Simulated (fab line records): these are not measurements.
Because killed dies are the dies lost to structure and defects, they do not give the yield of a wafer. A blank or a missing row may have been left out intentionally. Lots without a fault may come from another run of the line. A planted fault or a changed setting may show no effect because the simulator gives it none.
Matching of chambers -- flow n5 finfet -- N5_SD_EPI_P_ETCH_37 on rie diel-06 has 4 sister chambers
The step etches SOC in N2/H2, overetch 108 nm, time 486 s. 4 wafers are shown with their chamber, then 7 later ones without.

== WAFERS WITH THEIR CHAMBER ==
wafer,chamber,showerhead plenum p Torr (Torr)
L076.4,2,2.49
L089.1,3,2.35
L093.1,1,2.71
L093.4,0,2.43

== WAFERS WHOSE CHAMBER IS MISSING ==
wafer,showerhead plenum p Torr (Torr)
L093.6,2.43
L094.1,2.71
L094.2,2.35
L094.3,2.43
L096.2,2.47
L096.3,2.43
L096.5,2.35

== WHICH CHAMBER EACH WENT THROUGH ==
wafer,from the rows above,in truth
L093.6,0,0
L094.1,1,1
L094.2,3,3
L094.3,0,0
L096.2,2,2
L096.3,0,0
L096.5,3,3
Placed correctly: 7 of 7. Not placeable from these rows: 0. 0 placed wrongly.
How it was worked out, from the rows above alone: a wafer's distance from a chamber is the root of the sum, over the readings, of the square of ((its reading less the chamber's mean) divided by the reading's scatter). The wafer belongs to the nearest chamber; if the next one is less than 2 further off, it can't be placed. Each chamber's mean is taken over the wafers shown for it. The scatter (one wafer shown for each chamber): square how far every hidden wafer sits from the nearest shown wafer, average those squares and take the square root.
